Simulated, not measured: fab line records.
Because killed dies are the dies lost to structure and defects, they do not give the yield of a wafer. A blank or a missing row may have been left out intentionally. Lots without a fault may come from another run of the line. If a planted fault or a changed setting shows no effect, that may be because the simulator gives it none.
Chamber matching ; flow nand harc ; 4 sister chambers for NHARC_A_BONDPAD_DESCUM_11 on rie diel-11
The step chemistry O2, time 3 s. 14 wafers are shown with their chamber, then 7 later ones without.

== WAFERS WITH THEIR CHAMBER ==
wafer;chamber;drypump motor current A (A);oes product au (a.u.);rf vpp V (V)
L895.1;3;5.6;1.003;57.4
L895.4;1;6.2;1.015;57.5
L895.5;3;5.7;0.994;58.2
L897.3;2;6.5;1.003;57.2
L897.4;3;5.7;0.988;58.1
L897.5;2;6.5;0.997;57.5
L896.1;2;6.5;1.001;58.5
L896.2;1;6.2;1.008;58.1
L896.3;3;5.6;1.000;59.2
L900.3;0;5.9;0.961;55.9
L900.4;3;5.6;0.998;58.5
L900.5;0;5.9;0.974;56.8
L907.2;1;6.2;1.012;58.8
L907.3;2;6.5;1.005;57.1

SIGNATURES (averages over the wafers above)
reading;chamber 0;chamber 1;chamber 2;chamber 3;scatter within a chamber
drypump motor current A;5.900;6.200;6.500;5.640;0.0346
oes product au;0.96750;1.01167;1.00150;0.99660;0.00529
rf vpp V;56.350;58.133;57.575;58.280;0.647
Rule: a wafer's distance from a chamber is the root of the sum, over the readings, of the square of ((its reading less the chamber's mean) divided by the reading's scatter). If the next closest chamber is less than 2 further off than the closest, the wafer can't be placed; otherwise it belongs to the closest. The scatter: take each reading less its chamber's mean, square it, sum over the shown wafers, divide by the number of wafers less the number of chambers, and take the root.

== WAFERS MISSING THEIR CHAMBER ==
wafer;drypump motor current A (A);oes product au (a.u.);rf vpp V (V)
L907.6;6.2;1.017;57.4
L911.1;6.5;1.007;57.7
L911.5;6.2;0.996;56.9
L911.6;5.9;0.991;56.6
L909.1;6.2;1.001;56.8
L909.3;6.5;1.002;58.5
L909.6;6.2;0.994;58.7

== EACH ONE'S CHAMBER ==
wafer;from the rows above;in truth
L907.6;1;1
L911.1;2;2
L911.5;1;1
L911.6;0;0
L909.1;1;1
L909.3;2;2
L909.6;1;1
Correctly placed: 7 of 7. Number that these rows cannot place: 0. Placed wrongly: 0.
